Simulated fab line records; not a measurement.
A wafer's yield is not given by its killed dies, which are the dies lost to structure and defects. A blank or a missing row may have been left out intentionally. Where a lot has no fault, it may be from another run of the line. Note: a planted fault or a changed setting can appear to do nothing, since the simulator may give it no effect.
Struck lot and sound lot, side by side :: flow n5_finfet :: 14 steps out of a route of 1938
Sound: the wafers L641.2, L641.4, L641.6. Struck: wafers L651.2, L651.3, L651.4. The cause is given at the end.
Per side, at each step with rows, come the tool, then ch with its chambers, and then its first start. Under that, the readings that differ: sound wafers :: struck wafers :: difference of the means :: sigmas: that difference in standard deviations of wafers without a fault.
alike: a reading whose means differ by less than 2 such deviations, as well as words and numbers matching on both sides. not compared: withheld readings; readings where some wafer has no value; bounds like >300 that might hide an equal value; numbers whose values overlap and for which the record gives no deviation.
Wherever a step has rows on one side only, a row that says differs or no value, or a row with sigmas, the two part there. Non-overlapping numbers with no deviation appear without sigmas and do not part them. A reading that every wafer of one side lacks parts them only if that side has two wafers or more.

N5_BEOL_M10_ETCH_62: etches SOC in N2/H2, target depth 110 nm, overetch 22 nm, time 165 s.
  sound on rie_diel-05 ch 0,1, day 11 06:29; struck on rie_diel-06 ch 0,3, day 13 20:02
  alike: drypump_motor_current_A, oes_product_au, rf_vpp_V, showerhead_plenum_p_Torr, throttle_valve_pct
  not compared: rf_hours_counter_h
then, 1 step without rows for these wafers: N5_BEOL_M10_STRIP_68 (strips in N2/H2).
N5_BEOL_M10_STRIP_67: strips in CF4.
  sound on rie_diel-05 ch 0,1, day 11 06:38; struck on rie_diel-06 ch 0,3, day 13 20:11
  alike: drypump_motor_current_A, oes_product_au, rf_vpp_V, showerhead_plenum_p_Torr, throttle_valve_pct
  not compared: rf_hours_counter_h
N5_BEOL_M10_HM_OPEN_17: chemistry Cl2/BCl3, target TiN, target depth 20 nm, overetch 6 nm.
  sound on rie_metal-02 ch 1, day 11 06:40; struck on rie_metal-01 ch 0,1, day 13 20:14
  alike: drypump_motor_current_A, oes_product_au, throttle_valve_pct
  not compared: rf_hours_counter_h
N5_BEOL_M10_STRIP_19: strips in O2.
  sound on rie_diel-05 ch 1,2, day 11 06:47; struck on rie_diel-02 ch 1,2,3, day 13 20:24
  alike: drypump_motor_current_A, oes_product_au, rf_vpp_V, showerhead_plenum_p_Torr, throttle_valve_pct
  not compared: rf_hours_counter_h
N5_BEOL_M10_CD_MEAS_18: pitch 140 nm, target cd 70 nm.
  sound: cd_sem-03 at day 11 06:51; struck: cd_sem-02 at day 13 20:28
  alike: cd_nm
then, 6 steps without rows for these wafers: N5_BEOL_M10_COAT_63 (time 60 s, resist thk 100 nm); N5_BEOL_M10_COAT_64 (time 60 s, resist thk 30 nm); N5_BEOL_M10_COAT_22 (resist thk 90 nm); N5_BEOL_M10_EBR_24; N5_BEOL_M10_SOFTBAKE_23 (time 60 s); N5_BEOL_M10_EXPOSE_25 (exposes mask V9).
N5_BEOL_M10_PEB_26: peb time 60 s.
  struck on litho_track-05, day 13 22:14; sound on litho_track-05 ch 0, day 11 08:04
  no value came back on the struck wafers for chill_plate_temp_C (C), exhaust_pa (Pa); on the sound wafers chill_plate_temp_C (C) reads 23.15 22.91 22.99
then, 1 step without rows for these wafers: N5_BEOL_M10_DEVELOP_27 (develop time 30 s).

## WHERE THEY PART
Only at N5_BEOL_M10_PEB_26, within this record.

WHY: whatever the simulator had introduced
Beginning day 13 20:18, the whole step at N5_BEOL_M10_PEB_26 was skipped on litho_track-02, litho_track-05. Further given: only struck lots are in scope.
